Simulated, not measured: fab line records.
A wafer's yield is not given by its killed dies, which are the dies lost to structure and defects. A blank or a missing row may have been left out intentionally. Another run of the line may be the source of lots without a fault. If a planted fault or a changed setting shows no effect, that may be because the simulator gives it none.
A struck lot beside a sound one ; flow n5_finfet ; 19 steps out of a route of 1938
Sound: these wafers, L680.1, L680.5, L680.6. Struck: wafers L682.2, L682.6. (L682.4 of the same lot was not struck and is left out.) The cause comes at the end.
At each step with rows: each side's tool, then ch and its chambers, then its first start. Under that, the readings that differ: sound wafers ; struck wafers ; difference of the means ; sigmas: that difference in standard deviations of wafers without a fault.
alike: a reading whose means differ by less than 2 such deviations, as well as words and numbers matching on both sides. not compared: withheld readings; readings where some wafer has no value; bounds like >300 that might hide an equal value; numbers whose values overlap and for which the record gives no deviation.
The two part at a step that has a row with sigmas, a row that says differs or no value, or rows on one side only. Numbers that don't overlap but have no deviation are shown without sigmas and don't part them. A reading missing from all wafers of one side parts the sides only when that side holds two or more wafers.

first, 4 steps without rows for these wafers: N5_BEOL_M13_ETCH_68 (etches SOC in N2/H2, time 355 s); N5_BEOL_M13_STRIP_69 (strips in N2/H2); N5_BEOL_M13_TRENCH_ETCH_34 (etches SiOC in C4F8/O2/Ar, target depth 413.47 nm, time 162.6 s); N5_BEOL_M13_STRIP_70 (strips in C4F8/O2/Ar).
N5_BEOL_M13_OCD_MEAS_35:
  sound on ocd-01, day 14 04:22; struck on ocd-02, day 15 13:13
  alike: trench_depth_nm
N5_BEOL_M13_STRIP_37: strips in N2/H2.
  sound on plasma_asher-01 ch 0,1, day 14 04:25; struck on plasma_asher-01 ch 1, day 15 13:16
  alike: drypump_motor_current_A, heater_power_w, n2_flow_sccm, oes_product_au
  not compared: rf_hours_counter_h
then, 3 steps without rows for these wafers: N5_BEOL_M13_ETCH_38 (etches SiCN in CF4/N2, target depth 67.5 nm, time 71.9 s); N5_BEOL_M13_PRECLEAN_39 (cleans in residue remover, time 60 s); N5_BEOL_M13_SRD_40 (time 30 s, dry time 30 s).
N5_BEOL_M13_DEGAS_41: time 60 s.
  sound on pvd_sputter-03, day 14 05:55; struck on pvd_sputter-03, day 15 14:25
  alike: heater_power_w
N5_BEOL_M13_PRE_CLEAN_42: time 30 s.
  sound on pvd_sputter-03, day 14 05:57; struck on pvd_sputter-03, day 15 14:28
  alike: heater_power_w
N5_BEOL_M13_SPUTTER_43: material TaN, target thk 15 nm, time 24.19 s.
  sound on pvd_sputter-03, day 14 05:59; struck on pvd_sputter-03, day 15 14:30
  alike: throttle_valve_pct
N5_BEOL_M13_SPUTTER_44: material Ta, target thk 10 nm, time 16.13 s.
  sound on pvd_sputter-03, day 14 06:04; struck on pvd_sputter-03, day 15 14:35
reading;sound;struck;difference;sigmas
model.Ta_of_BEOL_M13_SPUTTER_44.thk_nm (nm);10 10.2 10;5.8 5.6;-4.4;
  alike: throttle_valve_pct
N5_BEOL_M13_SPUTTER_45: material Cu, target thk 80 nm, time 13.33 s.
  sound on pvd_sputter-03, day 14 06:09; struck on pvd_sputter-03, day 15 14:40
  alike: throttle_valve_pct
then, 2 steps without rows for these wafers: N5_BEOL_M13_ECD_47 (material Cu, target thk 936 nm); N5_BEOL_M13_ANNEAL_48 (time 90 s).
N5_BEOL_M13_CMP_49: polishes, stops on SiOC, t overpolish 17.1 s, target thk 420 nm.
  sound on cmp-03 ch 0,1, day 14 07:11; struck on cmp-03 ch 0,1, day 15 16:08
reading;sound;struck;difference;sigmas
barrier_field_endpoint_s (s);31.9 31.3 30.6;25.2 24.6;-6.4;-9
  alike: edge_zone_pressure_frac, motor_current_A
N5_BEOL_M13_THK_MEAS_50: measures by xrf.
  sound on film_metro-01, day 14 07:29; struck on film_metro-01, day 15 16:21
reading;sound;struck;difference;sigmas
M13_THK (nm);397 395 396;420 416;+22;+3
then, 1 step without rows for these wafers: N5_PASSIVATION_PROBE_49.

== WHERE THEY PART ==
Last at N5_BEOL_M13_THK_MEAS_50 as far as this record goes, first at N5_BEOL_M13_CMP_49.

WHY: whatever the simulator had introduced
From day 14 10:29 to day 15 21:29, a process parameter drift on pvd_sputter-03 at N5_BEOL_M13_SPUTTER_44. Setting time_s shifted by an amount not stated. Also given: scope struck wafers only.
